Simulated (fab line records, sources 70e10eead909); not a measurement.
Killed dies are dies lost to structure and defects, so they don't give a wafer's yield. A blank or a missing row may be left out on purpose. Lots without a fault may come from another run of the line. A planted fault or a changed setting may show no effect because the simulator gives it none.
fab line records | flow nand_harc
record lots=24 wafers=72 last_day=24
route steps=1159 shown A_CONTACT@950 A_BLC@981 A_M0@1019 A_M1@1037
lots that met no fault: from a run of the same line without faults
start_h: hours from the record's first day to the start of the lot's first wafer shown | wait_h: hours since the lot's step before | " the same as in the row above | L1.1+2: a row that stands for several wafers | - no value, or no start given | * or withheld: withheld | < > ~ a bound
route shown NAME@n: a module of which the file shows steps, and the number in the route of the first | usual: mean/standard deviation of fault-free wafers | same: alike in all rows | chamber/n: place in a boat | sites: the reading at each site | _std_site: their standard deviation | _edge_site: outer sites' mean less inner sites' | radius_mm: how far each site lies from the wafer's centre | mask NAME#n: copy n | behind: the tool/chamber that last shaped the wafer | hold: why the lot was held/for how many hours/how that ended | device: the transistor (n, p or np) that didn't switch | end of line: the same wafers' tests at the end of the route | a step without rows: its recipe alone | killed: dies lost to structure and defects at the first sort, not the wafer's yield | map: a wafer's dies, x killed, . not, _ none there
set.NAME: the setting as run; set.NAME@STEP: as run at that earlier step | model.NAME: the simulator's own value behind a step, which no gauge read
steps of the route over a sample of lots; a table a step, a row a wafer
services: from which hour (start_h, from the record's first day; less than 0 if before it) a tool's chamber was out of use, for how many hours, and why
## steps
# step NHARC_A_CONTACT_ETCH_98
# recipe target_depth_a=200 over_etch_frac=0.5 time_s=10 ion_energy_ev=250 c4f6_flow_sccm=25 o2_flow_sccm=20 ar_flow_sccm=500 rf_w=600 bias_w=500 chemistry=C4F6/O2
# usual drypump_motor_current_A=5.6/0.53 o2_flow_sccm=20.00/0.058 oes_product_au=0.965/0.021 rf_vpp_V=545.3/2.8 showerhead_plenum_p_Torr=3.85/0.13 throttle_valve_pct=26.903/0.0084
# columns lot.wafer tool chamber start_h wait_h drypump_motor_current_A o2_flow_sccm oes_product_au rf_hours_counter_h rf_vpp_V showerhead_plenum_p_Torr throttle_valve_pct
L074.1 rie_diel-10 3 - - 5.5 19.98 0.993 2 542.1 3.73 26.907
L074.3 " 1 " " 6.8 20.06 1.021 1 545.8 3.84 26.888
L074.5 " 0 " " 5.3 19.95 1.012 - 550.2 4.02 26.903
L075.3 rie_diel-10 2 - - 5.3 20.00 0.982 5 539.6 3.66 26.902
L075.1 " 3 " " 5.5 20.12 0.957 6 544.3 3.72 26.907
L075.2 " 1 " " 6.8 19.96 0.983 6 544.8 3.84 26.899
L076.2 rie_diel-10 2 - - 5.4 20.08 0.972 6 541.5 3.66 26.914
L076.3 " 3 " " 5.5 19.90 0.966 7 542.3 3.72 26.906
L076.6 " 2 " " 5.3 20.10 0.979 - 540.9 3.66 26.890
L077.1 rie_diel-10 3 - - 5.5 19.88 0.927 7 542.4 3.72 26.905
L077.2 " 0 " " 5.3 19.92 0.955 8 548.7 4.02 26.892
L077.3 " 2 " " 5.3 20.00 0.950 7 541.2 3.66 26.894
L078.1 rie_diel-10 3 - - 5.5 20.01 0.946 9 543.1 3.72 26.904
L078.4 " 0 " " 5.3 20.01 0.975 10 548.5 4.02 26.903
L078.6 " 3 " " 5.5 20.02 0.954 - 543.3 3.72 26.918
L082.2 rie_diel-10 1 - - 6.8 19.94 0.969 11 544.7 3.84 26.895
L082.6 " 0 " " 5.3 20.01 0.970 - 548.9 4.02 26.931
L082.5 " 1 " " 6.8 19.97 0.973 - 543.7 3.84 26.904
L079.3 rie_diel-10 1 - - 6.8 20.00 1.017 12 543.9 3.84 26.898
L079.4 " 3 " " 5.5 19.97 0.988 12 542.6 3.72 26.904
L079.6 " 1 " " 6.8 19.98 1.036 - 544.2 3.84 26.906
L080.1 rie_diel-10 1 428.31 0.1 6.8 20.01 0.973 13 545.1 3.83 26.897
L080.4 " 3 " " 5.5 19.97 0.946 - 542.5 3.72 26.895
L080.5 " 1 " " 6.8 20.09 0.979 - 544.4 3.84 26.903
L081.1 rie_diel-10 2 432.90 0.1 5.3 19.99 0.982 14 541.9 3.66 26.903
L081.2 " 3 " " 5.6 19.88 0.960 14 544.3 3.72 26.906
L081.4 " 1 " " 6.7 20.04 0.986 - 545.3 3.83 26.890
L085.3 rie_diel-12 0 - - 5.6 19.95 0.962 21 547.4 3.98 26.886
L085.2 " 1 " " 5.9 19.95 0.955 22 543.1 3.76 26.907
L085.6 " 1 " " 5.9 20.00 0.957 - 542.6 3.76 26.909
L084.3 rie_diel-10 2 - - 5.4 20.03 0.966 16 541.5 3.66 26.906
L084.4 " 3 " " 5.5 20.03 0.938 16 542.9 3.72 26.893
L084.5 " 2 " " 5.4 19.99 0.963 - 541.2 3.66 26.914
L087.1 rie_diel-03 2 - - 5.2 19.95 0.980 16 547.6 4.00 26.897
L087.6 " 0 " " 5.1 19.94 0.948 - 545.1 3.86 26.923
L087.5 " 1 " " 4.9 20.09 0.965 - 548.2 3.96 26.912
L086.3 rie_diel-03 2 - - 5.2 20.07 0.979 17 547.8 4.00 26.913
L086.2 " 3 " " 6.0 19.89 0.977 16 545.5 3.85 26.911
L086.5 " 0 " " 5.1 20.00 0.957 - 546.7 3.86 26.895
L083.4 rie_diel-12 2 - - 6.1 20.03 0.939 25 550.5 4.07 26.893
L083.6 " 3 " " 5.3 19.93 0.952 - 548.4 3.96 26.897
L083.5 " 0 " " 5.6 20.07 0.941 - 546.9 3.98 26.906
L089.1 rie_diel-03 1 - - 4.9 20.03 0.971 23 547.8 3.96 26.893
L089.4 " 2 " " 5.2 20.02 0.974 26 547.7 4.00 26.899
L089.3 " 3 " " 6.1 19.98 0.955 24 546.1 3.85 26.908
L088.1 rie_diel-12 3 - - 5.3 20.08 0.925 29 547.2 3.96 26.890
L088.4 " 0 " " 5.6 20.06 0.945 29 547.0 3.98 26.907
L088.2 " 2 " " 6.1 19.94 0.919 30 550.0 4.07 26.911
L090.4 rie_diel-10 0 - - 5.3 19.96 0.965 23 547.6 4.01 26.904
L090.6 " 1 " " 6.8 20.04 0.972 - 546.3 3.83 26.896
L090.5 " 2 " " 5.4 20.07 0.965 - 541.1 3.65 26.904
L092.5 rie_diel-10 3 493.24 0.1 5.5 19.97 0.947 - 543.2 3.71 26.910
L092.4 " 0 " " 5.3 20.08 0.961 - 549.2 4.01 26.907
L092.6 " 2 " " 5.4 19.98 0.962 - 541.7 3.65 26.909
L093.3 rie_diel-03 2 - - 5.2 19.97 0.956 35 548.6 3.99 26.904
L093.2 " 3 " " 6.0 20.09 0.951 32 546.9 3.84 26.905
L093.1 " 1 " " 4.9 20.02 0.963 32 550.2 3.95 26.892
L094.2 rie_diel-10 3 495.35 0.1 5.5 19.86 0.955 26 544.0 3.71 26.907
L094.3 " 0 " " 5.3 19.98 0.959 24 550.3 4.01 26.898
L094.1 " 2 " " 5.3 20.03 0.967 24 541.9 3.65 26.882
L091.4 rie_diel-10 1 - - 6.8 20.02 0.976 25 544.6 3.83 26.898
L091.2 " 3 " " 5.5 20.07 0.941 26 542.7 3.71 26.902
L091.5 " 2 " " 5.4 20.01 0.991 - 539.8 3.65 26.902
L096.1 rie_diel-03 1 - - 4.9 19.94 0.971 45 548.1 3.94 26.903
L096.4 " 3 " " 6.0 20.01 0.969 46 546.5 3.83 26.903
L096.6 " 2 " " 5.2 19.95 0.969 - 549.7 3.98 26.920
L095.4 rie_diel-03 2 - - 5.2 20.05 0.975 48 547.8 3.98 26.897
L095.3 " 1 " " 4.9 20.04 0.960 45 547.9 3.94 26.903
L095.6 " 2 " " 5.2 19.99 0.985 - 547.9 3.98 26.914
L097.4 rie_diel-12 1 - - 5.9 20.05 0.954 52 543.0 3.74 26.900
L097.1 " 2 " " 6.1 19.93 0.943 51 549.8 4.06 26.890
L097.5 " 2 " " 6.1 19.96 0.947 - 549.1 4.06 26.900
# step NHARC_A_BLC_CD_MEAS_19
# usual cd_nm=100.1/2.5
# columns lot.wafer tool chamber start_h wait_h cd_nm
L074.1 cd_sem-01 - 381.05 - 99.0
L074.3 " - " " 98.4
L074.5 " - " " 99.2
L075.1 cd_sem-02 - 396.58 - 103.2
L075.2 " - " " 99.5
L075.3 " - " " 104.5
L076.2 cd_sem-03 - 401.92 - 100.5
L076.3 " - " " 96.7
L076.6 " - " " 100.5
L077.1 cd_sem-01 - 403.64 - 104.6
L077.2 " - " " 103.0
L077.3 " - " " 99.4
L078.1 cd_sem-03 - 408.63 - 104.3
L078.4 " - " " 101.6
L078.6 " - " " 99.6
L082.2 cd_sem-03 - 425.31 - 94.3
L082.5 " - " " 97.9
L082.6 " - " " 95.9
L079.3 cd_sem-03 - 430.63 - 99.9
L079.4 " - " " 99.6
L079.6 " - " " 100.7
L080.1 cd_sem-02 - 432.64 - 98.7
L080.4 " - " " 102.1
L080.5 " - " " 102.1
L081.1 cd_sem-02 - 437.91 - 98.2
L081.2 " - " " 104.6
L081.4 " - " " 102.6
L085.2 cd_sem-02 - 449.05 - 101.1
L085.3 " - " " 98.3
L085.6 " - " " 99.9
L084.3 cd_sem-02 - 449.38 - 100.8
L084.4 " - " " 101.5
L084.5 " - " " 99.1
L087.1 cd_sem-01 - 453.62 - 100.8
L087.5 " - " " 99.0
L087.6 " - " " 96.7
L086.2 cd_sem-03 - 454.26 - 99.0
L086.3 " - " " 99.0
L086.5 " - " " 99.6
L083.4 cd_sem-01 - 457.18 - 99.9
L083.5 " - " " 100.0
L083.6 " - " " 96.9
L089.1 cd_sem-01 - 470.44 - 98.1
L089.3 " - " " 101.5
L089.4 " - " " 95.5
L088.1 cd_sem-03 - 471.00 - 98.2
L088.2 " - " " 103.8
L088.4 " - " " 98.1
L090.4 cd_sem-03 - 495.84 - 102.2
L090.5 " - " " 105.7
L090.6 " - " " 99.7
L092.4 cd_sem-01 - 497.57 - 95.1
L092.5 " - " " 95.9
L092.6 " - " " 96.9
L093.1 cd_sem-01 - 498.09 - 95.6
L093.2 " - " " 96.0
L093.3 " - " " 99.7
L094.1 cd_sem-02 - 499.59 - 100.0
L094.2 " - " " 100.5
L094.3 " - " " 102.5
L091.2 cd_sem-02 - 505.92 - 104.8
L091.4 " - " " 100.2
L091.5 " - " " 103.0
L096.1 cd_sem-03 - 527.16 - 97.4
L096.4 " - " " 98.2
L096.6 " - " " 96.9
L095.3 cd_sem-03 - 529.46 - 100.5
L095.4 " - " " 100.2
L095.6 " - " " 100.9
L097.1 cd_sem-02 - 538.90 - 101.9
L097.4 " - " " 100.7
L097.5 " - " " 101.3
# step NHARC_A_M0_CMP_23
# recipe t_overpolish_s=20 target_thk_nm=113.75
# usual motor_current_A=12.0/1 retaining_ring_pressure_frac=0.999/0.0051 time_to_endpoint_s=30/3
# columns lot.wafer tool chamber start_h wait_h motor_current_A retaining_ring_pressure_frac time_to_endpoint_s
L074.3 cmp-01 0 386.61 - 11.6 1.002 31
L074.1 " 1 " " 12.0 0.998 31
L074.5 " 0 " " 12.3 1.003 34
L075.2 cmp-02 2 404.31 - 11.0 0.993 34
L075.3 " 0 " " 11.0 1.002 31
L075.1 " 1 " " 11.9 1.008 33
L076.2 cmp-02 2 410.34 - 10.7 0.997 31
L076.3 " 1 " " 12.7 1.010 29
L076.6 " 2 " " 10.7 0.999 33
L077.1 cmp-02 0 411.39 - 10.9 1.001 26
L077.3 " 1 " " 12.5 0.993 29
L077.2 " 2 " " 11.2 1.008 31
L078.1 cmp-01 2 413.82 - 14.2 0.990 26
L078.4 " 0 " " 11.9 0.994 29
L078.6 " 2 " " 14.9 1.002 23
L082.2 cmp-03 0 432.43 - 11.1 0.999 31
L082.6 " 0 " " 11.0 0.992 33
L082.5 " 1 " " 11.8 1.004 30
L079.4 cmp-02 3 436.31 - 11.9 0.996 37
L079.3 " 1 " " 12.5 1.003 27
L079.6 " 3 " " 11.8 1.004 32
L080.4 cmp-03 3 437.91 - 12.1 1.007 31
L080.1 " 0 " " 11.0 1.001 32
L080.5 " 2 " " 13.1 0.993 29
L081.4 cmp-01 2 450.25 - 14.9 1.015 27
L081.1 " 3 " " 11.1 1.007 28
L081.2 " 0 " " 11.5 0.995 34
L085.2 cmp-01 0 454.05 - 11.6 0.994 36
L085.3 " 1 " " 12.5 0.997 30
L085.6 " 3 " " 11.1 0.997 30
L084.4 cmp-02 0 454.45 - 10.6 1.004 27
L084.3 " 2 " " 10.7 0.997 29
L084.5 " 1 " " 12.2 1.000 27
L087.1 cmp-02 3 458.88 - 12.1 0.999 34
L087.5 " 1 " " 12.1 1.003 27
L087.6 " 2 " " 10.7 0.999 28
L086.3 cmp-03 3 459.40 - 12.2 0.999 31
L086.2 " 0 " " 10.4 0.996 27
L086.5 " 0 " " 11.0 0.998 30
L083.4 cmp-03 2 462.52 - 13.6 0.997 25
L083.6 " 1 " " 12.5 0.989 27
L083.5 " 2 " " 14.1 1.005 26
L089.1 cmp-01 0 477.84 - 11.5 1.011 34
L089.3 " 1 " " 12.3 0.998 31
L089.4 " 2 " " 15.3 1.002 27
L088.2 cmp-02 1 478.72 - 12.4 0.999 24
L088.4 " 2 " " 11.6 1.008 29
L088.1 " 3 " " 11.8 1.001 31
L090.4 cmp-03 0 505.75 - 11.1 0.995 32
L090.6 " 1 " " 12.3 1.007 30
L090.5 " 2 " " 13.5 1.001 28
L092.4 cmp-03 3 506.19 - 11.7 0.997 29
L092.5 " 0 " " 11.2 1.003 30
L092.6 " 1 " " 12.2 0.996 27
L093.3 cmp-02 1 506.60 - 13.1 1.001 25
L093.1 " 3 " " 12.5 0.997 32
L093.2 " 0 " " 11.7 1.006 28
L094.2 cmp-01 3 507.65 - 10.9 1.002 31
L094.1 " 0 " " 12.0 0.994 34
L094.3 " 1 " " 12.3 0.998 36
L091.2 cmp-03 0 517.83 - 11.0 1.001 31
L091.4 " 1 " " 11.8 0.992 28
L091.5 " 0 " " 11.3 0.988 31
L096.1 cmp-01 0 532.32 - 11.5 0.998 34
L096.4 " 1 " " 11.7 0.995 33
L096.6 " 3 " " 11.1 1.001 28
L095.3 cmp-01 3 535.02 - 11.7 0.997 28
L095.4 " 0 " " 12.0 1.003 31
L095.6 " 1 " " 11.8 0.994 33
L097.4 cmp-03 2 546.91 - 12.7 1.005 26
L097.1 " 3 " " 11.7 1.001 30
L097.5 " 2 " " 14.1 0.998 27
# step NHARC_A_M0_INSPECT_27
# usual raw_defect_count=461/140
# columns lot.wafer tool chamber start_h wait_h raw_defect_count
L074.1 defect_inspect-01 - 387.11 0.0 462
L074.3 " - " " 306
L074.5 " - " " 307
L075.1 defect_inspect-02 - 404.78 0.0 415
L075.2 " - " " 375
L075.3 " - " " 389
L076.2 defect_inspect-01 - 410.81 0.0 434
L076.3 " - " " 372
L076.6 " - " " 513
L077.1 defect_inspect-01 - 411.86 0.0 317
L077.2 " - " " 517
L077.3 " - " " 509
L078.1 defect_inspect-01 - 414.30 0.0 370
L078.4 " - " " 465
L078.6 " - " " 310
L082.2 defect_inspect-01 - 432.90 0.0 517
L082.5 " - " " 544
L082.6 " - " " 587
L079.3 defect_inspect-01 - 436.77 0.0 298
L079.4 " - " " 346
L079.6 " - " " 411
L080.1 defect_inspect-01 - 438.32 0.0 495
L080.4 " - " " 330
L080.5 " - " " 321
L081.1 defect_inspect-01 - 450.72 0.0 614
L081.2 " - " " 584
L081.4 " - " " 559
L085.2 defect_inspect-02 - 454.49 0.0 547
L085.3 " - " " 467
L085.6 " - " " 334
L084.3 defect_inspect-02 - 454.93 0.0 409
L084.4 " - " " 275
L084.5 " - " " 238
L087.1 defect_inspect-01 - 459.30 0.0 342
L087.5 " - " " 436
L087.6 " - " " 587
L086.2 defect_inspect-01 - 459.87 0.0 371
L086.3 " - " " 534
L086.5 " - " " 541
L083.4 defect_inspect-02 - 462.98 0.0 410
L083.5 " - " " 452
L083.6 " - " " 507
L089.1 defect_inspect-01 - 478.31 0.0 388
L089.3 " - " " 513
L089.4 " - " " 599
L088.1 defect_inspect-01 - 479.19 0.0 531
L088.2 " - " " 480
L088.4 " - " " 347
L090.4 defect_inspect-02 - 506.13 0.0 420
L090.5 " - " " 437
L090.6 " - " " 417
L092.4 defect_inspect-02 - 506.59 0.0 409
L092.5 " - " " 493
L092.6 " - " " 616
L093.1 defect_inspect-01 - 507.07 0.0 427
L093.2 " - " " 479
L093.3 " - " " 575
L094.1 defect_inspect-02 - 508.12 0.0 470
L094.2 " - " " 412
L094.3 " - " " 449
L091.2 defect_inspect-02 - 518.31 0.0 341
L091.4 " - " " 436
L091.5 " - " " 562
L096.1 defect_inspect-02 - 532.77 0.0 464
L096.4 " - " " 427
L096.6 " - " " 486
L095.3 defect_inspect-01 - 535.44 0.0 430
L095.4 " - " " 352
L095.6 " - " " 373
L097.1 defect_inspect-01 - 547.35 0.0 789
L097.4 " - " " 359
L097.5 " - " " 480
# step NHARC_A_M1_OVL_MEAS_10
# recipe pitch_nm=240
# usual overlay_x_nm=0.0/0.72 overlay_y_nm=0.1/0.83
# columns lot.wafer tool chamber start_h wait_h overlay_x_nm overlay_y_nm
L074.1 overlay-02 - 388.67 - 0.1 0.9
L074.3 " - " " 0.6 0.3
L074.5 " - " " 0.4 0.3
L075.1 overlay-02 - 406.29 - -0.5 0.1
L075.2 " - " " -0.4 0.5
L075.3 " - " " -0.6 0.0
L076.2 overlay-02 - 412.21 - -0.1 -0.4
L076.3 " - " " 0.2 -0.9
L076.6 " - " " -0.2 -0.5
L077.1 overlay-02 - 415.08 - -0.2 0.5
L077.2 " - " " -0.1 0.1
L077.3 " - " " 0.4 -0.1
L078.1 overlay-02 - 415.67 - -0.7 -1.3
L078.4 " - " " -0.4 -0.7
L078.6 " - " " -0.2 -1.7
L082.2 overlay-02 - 435.04 - 0.3 -0.8
L082.5 " - " " 0.3 -0.8
L082.6 " - " " 0.4 -0.7
L079.3 overlay-02 - 438.28 - -0.9 0.0
L079.4 " - " " -0.9 -0.1
L079.6 " - " " -0.5 -0.1
L080.1 overlay-02 - 439.81 - -0.7 -0.1
L080.4 " - " " -0.4 -0.2
L080.5 " - " " -1.4 0.1
L081.1 overlay-02 - 452.31 - 0.1 0.4
L081.2 " - " " -0.2 0.9
L081.4 " - " " -0.3 0.5
L085.2 overlay-02 - 456.16 - 0.8 -0.3
L085.3 " - " " 0.3 -0.2
L085.6 " - " " 0.2 0.0
L084.3 overlay-02 - 456.28 - -0.3 1.7
L084.4 " - " " -0.3 1.9
L084.5 " - " " -0.6 2.1
L087.1 overlay-02 - 460.95 - -0.5 -0.4
L087.5 " - " " 0.3 -0.1
L087.6 " - " " 0.3 0.5
L086.2 overlay-02 - 461.36 - -1.2 -0.2
L086.3 " - " " -1.3 -0.2
L086.5 " - " " -1.0 -0.1
L083.4 overlay-02 - 464.49 - 0.1 1.4
L083.5 " - " " 0.1 2.6
L083.6 " - " " 0.2 2.2
L089.1 overlay-02 - 479.67 - -0.3 1.0
L089.3 " - " " 0.3 0.1
L089.4 " - " " 0.7 0.6
L088.1 overlay-02 - 480.67 - 0.1 0.6
L088.2 " - " " -0.1 0.2
L088.4 " - " " 0.7 0.5
L090.4 overlay-01 - 507.63 - -1.2 -0.8
L090.5 " - " " -1.5 -1.4
L090.6 " - " " -1.5 -1.2
L092.4 overlay-01 - 508.24 - 1.1 -0.7
L092.5 " - " " 1.1 -1.0
L092.6 " - " " 0.6 -0.6
L093.1 overlay-01 - 508.55 - 0.1 0.5
L093.2 " - " " 0.6 0.2
L093.3 " - " " 0.6 0.2
L094.1 overlay-02 - 509.59 - 1.0 0.4
L094.2 " - " " 0.8 1.2
L094.3 " - " " 1.1 0.9
L091.2 overlay-02 - 520.38 - -0.2 0.5
L091.4 " - " " -0.8 0.3
L091.5 " - " " -0.6 0.4
L096.1 overlay-02 - 534.24 - 0.2 0.2
L096.4 " - " " 0.1 -0.5
L096.6 " - " " 0.1 0.1
L095.3 overlay-01 - 536.94 - 1.4 1.0
L095.4 " - " " 1.9 1.1
L095.6 " - " " 1.3 0.9
L097.1 overlay-02 - 548.83 - 0.6 -0.1
L097.4 " - " " 0.8 -0.5
L097.5 " - " " 0.0 -0.4
# step NHARC_A_M1_PVD_20
# recipe target_thk_a=50 bias_v=168.6 power_w=15000 chamber_pressure_pa=0.12 time_s=8.06 substrate_temp_c=50 material=TaN
# usual throttle_valve_pct=30.0/0.54
# columns lot.wafer tool chamber start_h wait_h throttle_valve_pct
L074.3 pvd_sputter-01 - - - 29.5
L074.1 " - " " 30.8
L074.5 " - " " 30.0
L075.2 pvd_sputter-03 - - - 29.8
L075.3 " - " " 29.8
L075.1 " - " " 30.3
L076.3 pvd_sputter-03 - - - 31.2
L076.2 " - " " 30.3
L076.6 " - " " 29.7
L077.1 pvd_sputter-01 - - - 29.4
L077.2 " - " " 30.8
L077.3 " - " " 29.7
L078.4 pvd_sputter-03 - - - 30.4
L078.1 " - " " 29.6
L078.6 " - " " 29.6
L082.2 pvd_sputter-01 - - - 29.8
L082.5 " - " " 30.9
L082.6 " - " " 29.7
L079.4 pvd_sputter-01 - - - 29.7
L079.3 " - " " 29.7
L079.6 " - " " 29.7
L080.4 pvd_sputter-01 - - - 29.3
L080.1 " - " " 29.8
L080.5 " - " " 30.4
L081.2 pvd_sputter-03 - - - 30.3
L081.4 " - " " 29.7
L081.1 " - " " 31.2
L085.2 pvd_sputter-03 - - - 31.1
L085.3 " - " " 30.3
L085.6 " - " " 31.0
L084.4 pvd_sputter-02 - - - 29.2
L084.3 " - " " 29.2
L084.5 " - " " 29.3
L087.1 pvd_sputter-01 - - - 30.3
L087.6 " - " " 29.9
L087.5 " - " " 30.9
L086.2 pvd_sputter-01 - - - 30.1
L086.3 " - " " 30.8
L086.5 " - " " 30.1
L083.4 pvd_sputter-03 - - - 31.2
L083.6 " - " " 31.5
L083.5 " - " " 30.1
L089.1 pvd_sputter-03 - - - 29.7
L089.4 " - " " 29.9
L089.3 " - " " 30.4
L088.4 pvd_sputter-02 - - - 30.5
L088.2 " - " " 29.3
L088.1 " - " " 30.5
L090.4 pvd_sputter-01 - - - 30.6
L090.6 " - " " 29.9
L090.5 " - " " 29.9
L092.4 pvd_sputter-02 - - - 29.0
L092.6 " - " " 30.3
L092.5 " - " " 30.8
L093.2 pvd_sputter-03 - - - 30.4
L093.1 " - " " 29.7
L093.3 " - " " 30.0
L094.2 pvd_sputter-02 - - - 30.5
L094.3 " - " " 30.5
L094.1 " - " " 28.9
L091.2 pvd_sputter-03 - - - 30.0
L091.4 " - " " 30.0
L091.5 " - " " 30.0
L096.4 pvd_sputter-02 - - - 29.3
L096.1 " - " " 30.3
L096.6 " - " " 30.5
L095.3 pvd_sputter-03 - - - 29.7
L095.4 " - " " 30.4
L095.6 " - " " 29.4
L097.4 pvd_sputter-03 - - - 30.0
L097.1 " - " " 30.5
L097.5 " - " " 29.8
## services
# columns tool chamber start_h hours kind
cmp-03 - 352.86 4.0 pm
rie_diel-10 - 353.64 9.0 pm
pvd_sputter-01 - 354.60 10.0 pm
cmp-03 - 358.28 3.2 repair
cmp-01 - 375.59 4.0 pm
cmp-03 - 379.96 4.2 repair
pvd_sputter-03 - 385.16 5.4 repair
pvd_sputter-01 - 422.67 2.7 repair
cmp-02 - 422.71 4.0 pm
rie_diel-10 0 425.60 8.0 repair
pvd_sputter-03 - 432.20 14.7 repair
cmp-03 - 450.86 4.0 pm
cmp-02 - 462.64 1.8 repair
cmp-01 - 473.59 4.0 pm
rie_diel-10 2 474.83 1.8 repair
cmp-02 - 489.15 1.1 repair
rie_diel-10 1 490.87 4.7 repair
cmp-03 - 497.16 0.5 repair
pvd_sputter-03 - 500.41 9.1 repair
pvd_sputter-03 - 509.99 10.0 pm
cmp-02 - 520.71 4.0 pm
cmp-02 - 525.05 1.2 repair
rie_diel-10 - 530.64 9.0 pm
rie_diel-10 - 544.50 0.4 repair
## key
fault none
